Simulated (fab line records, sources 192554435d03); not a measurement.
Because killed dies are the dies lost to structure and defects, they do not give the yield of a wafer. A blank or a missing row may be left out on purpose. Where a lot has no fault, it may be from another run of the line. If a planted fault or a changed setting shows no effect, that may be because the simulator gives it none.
What tool caused it?    flow n5 finfet    25 wafers from 9 lots sampled at 6 of the route's 1938 steps

== WHAT THE GAUGES READ, wafer by wafer ==
N5_MOL_CONTACT_COAG_INSPECT_97: inspects for defects (darkfield). Usual: raw defect count 43, standard deviation 16.
lot   measured      on                 raw defect count  flag
L452  day 5 18:35   defect inspect-01  51 66 106         
L453  day 5 21:44   defect inspect-01  37 35             
L455  day 6 08:38   defect inspect-02  44 29             
L456  day 6 18:35   defect inspect-01  24 11 43          
L459  day 7 09:11   defect inspect-01  51 48 60          
L463  day 8 09:26   defect inspect-02  285 304 285       OFF
L465  day 9 00:08   defect inspect-02  286 279 311       OFF
L467  day 9 09:33   defect inspect-01  57 68 45          
L470  day 10 03:36  defect inspect-02  34 47 27          

N5_BEOL_M4_RC_MEAS_101. Usual: DIBL_N 36.5 mV/V, standard deviation 1.9; DIBL_P 36.4 mV/V, standard deviation 2.2; IOFF_N 0.17 nA/um, standard deviation 0.034; IOFF_P 0.21 nA/um, standard deviation 0.036; ION_N 678 uA/um, standard deviation 12; ION_P 462 uA/um, standard deviation 7.1; SS_N 71.7 mV/dec, standard deviation 0.61; SS_P 73.4 mV/dec, standard deviation 0.71; VT_N 249 mV, standard deviation 3.5; VT_P -251 mV, standard deviation 3.
lot   measured      on         DIBL_N (mV/V)   DIBL_P (mV/V)   IOFF_N (nA/um)  IOFF_P (nA/um)  ION_N (uA/um)  ION_P (uA/um)  SS_N (mV/dec)   SS_P (mV/dec)   VT_N (mV)    VT_P (mV)       flag
L452  day 8 17:21   prober-02  37.6 40.3 36.1  37.9 40.5 35.1  0.16 0.23 0.15  0.23 0.27 0.18  671 691 666    455 471 453    71.6 71.8 70.9  73.9 75.4 73.0  248 243 251  -250 -247 -253  
L453  day 9 12:31   prober-02  39.2 39.5       39.0 38.4       0.22 0.22       0.23 0.24       689 677        462 464        72.0 72.4       74.0 73.7       246 245      -252 -252       
L455  day 9 01:02   prober-01  34.2 34.4       34.7 34.6       0.15 0.15       0.20 0.20       675 676        464 471        70.5 70.9       72.9 73.6       249 250      -249 -248       
L456  day 9 17:25   prober-02  38.1 35.4 39.0  38.5 33.8 39.9  0.20 0.14 0.22  0.25 0.18 0.28  687 670 688    464 456 473    71.9 71.4 72.3  73.6 72.7 74.6  246 251 245  -249 -252 -248  
L459  day 10 21:35  prober-01  36.3 36.0 35.0  34.0 33.9 32.9  0.13 0.13 0.12  0.17 0.16 0.16  664 671 658    456 453 458    70.8 70.9 71.3  72.6 73.0 72.2  253 252 256  -258 -255 -256  
L463  day 12 12:31  prober-01  38.7 37.4 39.8  36.9 35.4 39.0  0.17 0.15 0.20  0.20 0.18 0.24  686 657 690    460 455 466    71.9 71.2 72.5  73.5 73.8 74.3  248 254 249  -252 -254 -252  
L465  day 12 18:41  prober-02  39.9 35.5 37.2  40.4 34.8 36.8  0.25 0.16 0.18  0.28 0.19 0.23  707 663 674    470 453 462    72.9 71.0 72.1  75.2 73.6 74.4  245 251 249  -248 -251 -249  
L467  day 13 10:46  prober-02  36.8 39.3 36.1  35.1 38.0 33.2  0.16 0.19 0.14  0.19 0.25 0.16  683 680 671    464 468 451    71.6 72.0 71.9  73.5 74.0 73.2  249 248 252  -251 -248 -255  
L470  day 13 10:07  prober-01  36.8 35.3 35.3  38.1 37.1 37.4  0.18 0.16 0.17  0.22 0.19 0.20  676 673 689    468 456 470    71.6 72.2 72.2  73.6 72.8 72.9  248 251 249  -252 -254 -252  

== WHICH TOOL RAN EACH LOT (tool, then ch and the chambers of the sampled wafers, then the start) ==
lot   N5_MOL_CONTACT_COAG_ETCH_47        N5_MOL_CONTACT_COAG_ETCH_48        N5_MOL_CONTACT_COAG_CMP_52     N5_BEOL_M0_SAQP_PECVD_96
L452  rie diel-03 ch 0,1,3, day 5 12:58  rie diel-04 ch 0,3, day 5 14:31    cmp-04 ch 1,2,3, day 5 15:17   pecvd-04 ch 0,2, day 5 21:07
L453  rie diel-04 ch 0,2, day 5 16:16    rie diel-01 ch 3, day 5 17:37      cmp-02 ch 0, day 5 18:23       pecvd-04 ch 0,1, day 6 00:46
L455  rie diel-03 ch 0,1, day 6 02:55    rie diel-01 ch 0,1, day 6 04:30    cmp-01 ch 0,2, day 6 05:21     pecvd-04 ch 2, day 6 09:11
L456  rie diel-01 ch 2,3, day 6 12:55    rie diel-03 ch 1,2,3, day 6 14:29  cmp-02 ch 0,2, day 6 15:16     pecvd-03 ch 1,2, day 6 19:41
L459  rie diel-04 ch 0,1, day 7 03:48    rie diel-03 ch 1,2,3, day 7 05:01  cmp-01 ch 0,2,3, day 7 05:53   pecvd-01 ch 1, day 7 11:13
L463  rie diel-04 ch 0,1,3, day 8 02:00  rie diel-01 ch 0,3, day 8 03:20    cmp-01 ch 0,1,3, day 8 04:05   pecvd-03 ch 0,2, day 8 10:53
L465  rie diel-01 ch 0,2, day 8 18:48    rie diel-03 ch 2,3, day 8 20:01    cmp-01 ch 1,2, day 8 20:47     pecvd-04 ch 0,1,2, day 9 00:42
L467  rie diel-01 ch 0,1, day 9 04:10    rie diel-01 ch 0,2,3, day 9 05:23  cmp-04 ch 0,3, day 9 06:10     pecvd-03 ch 0,1,2, day 9 12:14
L470  rie diel-03 ch 1,3, day 9 21:59    rie diel-03 ch 1,2,3, day 9 23:30  cmp-04 ch 0,1,3, day 10 00:19  pecvd-03 ch 0,2, day 10 04:08
- N5_MOL_CONTACT_COAG_ETCH_47: etches SiNx in CH3F/O2, stops on W, target depth 27 nm.
- N5_MOL_CONTACT_COAG_ETCH_48: etches SiOC in C4F6/O2, target depth 15 nm, overetch 4.5 nm, time 17 s.
- N5_MOL_CONTACT_COAG_CMP_52: polishes, stops on SiO2, t overpolish 1.5 s, target thk 66.5 nm.
- N5_BEOL_M0_SAQP_PECVD_96: deposits a-Si from SiH4/He, target thk 45 nm, time 45.2 s.

== AS READ BY THE TOOLS THEMSELVES (means over the sampled wafers that have a number; for cases with no such wafer, the mark the record gives instead) ==
N5_MOL_CONTACT_COAG_ETCH_47. Usual: for drypump motor current A, 5.6 A with a standard deviation of 0.43; for etch rf on time s, 30.9 s with a standard deviation of 0.64; for mfc ar sccm, 150.0 sccm with a standard deviation of 0.45; for oes product au, 0.73 a.u. with a standard deviation of 0.079; for rf vpp V, 296 V with a standard deviation of 5.3; for showerhead plenum p Torr, 2.00 Torr with a standard deviation of 0.075; for throttle valve pct, 16.32 % with a standard deviation of 0.25.
lot   tool         drypump motor current A (A)  etch rf on time s (s)  mfc ar sccm (sccm)  oes product au (a.u.)  rf vpp V (V)  showerhead plenum p Torr (Torr)  throttle valve pct (%)  flag
L452  rie diel-03  5.4                          30.8                   150.2               0.76                   298           2.06                             16.12                   
L453  rie diel-04  5.3                          31.5                   149.4               0.68                   296           2.00                             16.37                   
L455  rie diel-03  5.3                          30.8                   150.3               0.76                   302           2.04                             16.14                   
L456  rie diel-01  5.2                          30.4                   149.9               0.79                   292           1.99                             16.20                   
L459  rie diel-04  6.0                          30.9                   150.9               0.74                   299           1.97                             16.61                   
L463  rie diel-04  5.8                          30.7                   150.2               0.75                   296           2.02                             16.53                   
L465  rie diel-01  5.6                          31.0                   150.1               0.75                   295           1.94                             16.35                   
L467  rie diel-01  5.4                          30.4                   150.0               0.81                   299           2.00                             16.18                   
L470  rie diel-03  5.4                          30.4                   150.0               0.76                   295           2.12                             16.05                   

N5_MOL_CONTACT_COAG_ETCH_48. Usual: drypump motor current A 5.5 A, standard deviation 0.36; mfc ar sccm 299.8 sccm, standard deviation 0.9; oes product au 0.68 a.u., standard deviation 0.075; rf vpp V 1580 V, standard deviation 28; showerhead plenum p Torr 2.85 Torr, standard deviation 0.11; throttle valve pct 40.5 %, standard deviation 0.32.
lot   tool         drypump motor current A (A)  mfc ar sccm (sccm)  oes product au (a.u.)  rf vpp V (V)  showerhead plenum p Torr (Torr)  throttle valve pct (%)  flag
L452  rie diel-04  5.4                          300.0               0.58                   1568          2.77                             40.8                    
L453  rie diel-01  5.0                          299.4               0.81                   1574          2.90                             40.1                    
L455  rie diel-01  5.3                          298.6               0.55                   1596          2.87                             40.7                    
L456  rie diel-03  5.5                          299.5               0.75                   1570          2.92                             40.5                    
L459  rie diel-03  5.4                          299.5               0.66                   1568          2.92                             40.5                    
L463  rie diel-01  5.3                          300.6               0.79                   1595          2.83                             40.6                    
L465  rie diel-03  5.6                          300.9               0.65                   1560          2.82                             40.5                    
L467  rie diel-01  5.5                          300.1               0.69                   1572          2.79                             40.4                    
L470  rie diel-03  5.5                          299.4               0.69                   1568          2.91                             40.5                    

N5_MOL_CONTACT_COAG_CMP_52. Usual: motor current A 11.8 A, standard deviation 0.84; overpolish run s 1.499 s, standard deviation 0.0097; time to endpoint s 13.0 s, standard deviation 2.
lot   tool    motor current A (A)  overpolish run s (s)  time to endpoint s (s)  flag
L452  cmp-04  11.7                 1.501                 16.8                    
L453  cmp-02  11.4                 1.504                 15.3                    
L455  cmp-01  12.4                 1.510                 14.6                    
L456  cmp-02  11.7                 1.495                 12.0                    
L459  cmp-01  12.3                 1.509                 11.8                    
L463  cmp-01  11.9                 1.500                 11.1                    
L465  cmp-01  11.9                 1.506                 12.0                    
L467  cmp-04  12.2                 1.510                 13.0                    
L470  cmp-04  11.9                 1.497                 13.5                    

N5_BEOL_M0_SAQP_PECVD_96. Usual: heater power w 600 W, standard deviation 76; showerhead plenum p Torr 5.65 Torr, standard deviation 0.069; throttle valve pct 17.9 %, standard deviation 0.67.
lot   tool      heater power w (W)  showerhead plenum p Torr (Torr)  throttle valve pct (%)  flag
L452  pecvd-04  521                 5.75                             18.3                    
L453  pecvd-04  526                 5.70                             18.6                    
L455  pecvd-04  553                 5.71                             17.5                    
L456  pecvd-03  662                 5.57                             17.5                    
L459  pecvd-01  609                 5.63                             18.5                    
L463  pecvd-03  565                 5.58                             17.5                    
L465  pecvd-04  531                 5.70                             18.1                    
L467  pecvd-03  647                 5.60                             17.7                    
L470  pecvd-03  602                 5.59                             17.6                    

== THE ANSWER, worked out from the rows above alone ==
Rule: a lot counts as off when the mean over its wafers that have a number is more than 3 standard deviations away from the usual mean. A lot without any number at a reading at which 4 lots or more have one is off too. Where the step has rows for the other lots, those lots are counted as sound. After the gauges, taken in route order, come the tools' own readings; for these a lot's mean is taken, as printed above. At the first step where some lot is off, the reading lying furthest off is the one used; lots without a number count as furthest.
Off at N5_MOL_CONTACT_COAG_INSPECT_97 (raw defect count): L463, L465.
If a tool, at a process step before that reading, ran all the lots that are off and no sound lot after the first of them, it fits. Gauges at N5_MOL_CONTACT_COAG_INSPECT_97: tried the same way as those tools. One fits: N5_MOL_CONTACT_COAG_CMP_52 on cmp-01. A fault onset in the window from L459 (day 7 05:53, its last sound lot) to L463 (day 8 04:05, its first lot off) fits.

== WHAT WAS PUT IN BY THE SIMULATOR ==
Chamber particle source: cmp-01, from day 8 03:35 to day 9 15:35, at N5_MOL_CONTACT_COAG_CMP_52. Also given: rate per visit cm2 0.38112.
Struck lots among those shown: L463, L465. The rule above found the same.
